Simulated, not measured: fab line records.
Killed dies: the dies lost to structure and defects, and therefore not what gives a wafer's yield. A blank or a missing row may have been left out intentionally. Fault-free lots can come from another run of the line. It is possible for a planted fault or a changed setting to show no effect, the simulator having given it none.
Split-lot study    flow n5-finfet    route with 1938 steps; 7 lots, 21 wafers read

THE SPLIT
At N5_BEOL_M6_TRENCH_ETCH_37 (etches SiCOH lowk in C4F6/O2, target depth 94.435 nm, time 31.5 s), the setting source-w was moved away from the recipe's 345 W on 9 of the 21 wafers read, by -17.7% to +13.5%. This setting was run at the recipe's value on the other wafers.

The reading comes from the split's own step.

THE READING
rf-vpp-V, in V, at N5_BEOL_M6_TRENCH_ETCH_37 (etches SiCOH lowk in C4F6/O2, target depth 94.435 nm, time 31.5 s). A value of 670 V with a standard deviation of 5.8 V is what fault-free wafers of this fab line usually give.

wafer   tool, chamber at the split  source-w as run, W  against the recipe  rf-vpp-V, V  against lot-mates on the recipe
L075.1  rie-diel-03, 0              345                 recipe              668          -
L075.3  rie-diel-03, 1              287.3               -16.7%              726          +58
L075.4  rie-diel-03, 2              287.3               -16.7%              744          +76
L076.1  rie-diel-03, 3              345                 recipe              664          -
L076.2  rie-diel-03, 2              345                 recipe              677          -
L076.6  rie-diel-03, 1              345                 recipe              661          -
L081.1  rie-diel-04, 1              345                 recipe              667          -
L081.3  rie-diel-04, 3              345                 recipe              673          -
L081.6  rie-diel-04, 2              391.7               +13.5%              622          -48
L083.1  rie-diel-04, 3              345                 recipe              672          -
L083.3  rie-diel-04, 0              345                 recipe              664          -
L083.4  rie-diel-04, 1              345                 recipe              667          -
L086.1  rie-diel-01, 2              345                 recipe              669          -
L086.3  rie-diel-01, 1              283.9               -17.7%              744          +75
L086.5  rie-diel-01, 0              283.9               -17.7%              738          +69
L096.2  rie-diel-01, 0              303.4               -12.1%              711          +45
L096.3  rie-diel-01, 1              303.4               -12.1%              720          +54
L096.6  rie-diel-01, 0              345                 recipe              666          -
L095.2  rie-diel-03, 0              292.1               -15.3%              727          +51
L095.5  rie-diel-03, 1              292.1               -15.3%              718          +42
L095.6  rie-diel-03, 2              345                 recipe              676          -

FIT RESULTS
A straight line over all 21 wafers: rf-vpp-V changes by -3.82 V for each +1% of source-w; r = -0.99; the points scatter about the line by 5.9 V.
The same after taking each lot's own level away (the mean of its wafers on the recipe; 21 wafers): -3.76 V for each +1%; r = -0.98; scatter 6.6 V.
Per that fit: largest source-w move, reading shift of 67 V.
Measured against the standard deviation above, the lots' own levels, which go from 666.0 to 676.0 V, span 1.7 times it.
The two slopes are in agreement: the lot-to-lot level therefore moves the slope only a little.
Check: with one of the wafers moved furthest among these (-17.7%) left out of the fit, the line predicts +65.6 V for it against its lot-mates. Against them it came out at +75 V.
Tool readings at the split's step, against how far the setting was moved: rf-vpp-V r = -0.99.

ADDITIONAL SPLITS CARRIED BY THESE WAFERS
Note: prior to the reading, these wafers also went through further splits. Each is held against what the fit with the lots' levels taken away leaves over:
other split on the same wafers  wafers away from the commonest value  r with rf-vpp-V (lot level and that fit taken away)
N5_BEOL_M5_COAT_71 spin-rpm     10                                    +0.11
N5_BEOL_M6_ILD_DEP_00 time-s    8                                     -0.40

THE FILE'S OWN FIT
rf-vpp-V changes by -3.77 V for each +1% of source-w, r = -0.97.
